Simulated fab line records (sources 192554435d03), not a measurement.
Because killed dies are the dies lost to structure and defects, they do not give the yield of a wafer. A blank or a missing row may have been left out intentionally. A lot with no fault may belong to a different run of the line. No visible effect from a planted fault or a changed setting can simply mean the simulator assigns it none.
Matching of chambers ; flow n5Finfet ; N5_BEOL_M14_CMP_49 on cmp-04 has 4 sister chambers
The step polishes, stops on SiO2, t overpolish 5.2 s, target thk 560 nm. 4 wafers are shown with their chamber, then 8 later ones without.

WAFERS PAIRED WITH THEIR CHAMBERS
wafer;chamber;motorCurrentA (A)
L075.4;1;8.6
L078.2;3;8.1
L081.5;0;7.4
L086.3;2;6.9

WAFERS WITHOUT THEIR CHAMBER
wafer;motorCurrentA (A)
L086.4;8.5
L086.6;7.0
L089.2;8.9
L089.4;8.7
L089.5;7.5
L087.2;8.6
L087.3;7.5
L087.4;7.1

WHICH CHAMBER EACH ONE RAN IN
wafer;from the rows above;in truth
L086.4;1;1
L086.6;2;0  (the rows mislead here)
L089.2;1;1
L089.4;1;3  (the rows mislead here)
L089.5;0;0
L087.2;1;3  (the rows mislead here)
L087.3;0;0
L087.4;can't be placed: 2 or 0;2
Correct placement for 4 of the 8. Can't be placed from these rows: 1 (the true chamber is among the candidates in 1). Placed wrongly: 3.
How it was worked out, from the rows above alone: a wafer's distance from a chamber is the root of the sum, over the readings, of the square of ((its reading less the chamber's mean) divided by the reading's scatter). If the next closest chamber is less than 2 further off than the closest, the wafer can't be placed; otherwise it belongs to the closest. A chamber's mean is the mean of its shown wafers. The scatter: root of mean squared gap, hidden wafer to nearest shown wafer, with one shown wafer a chamber.
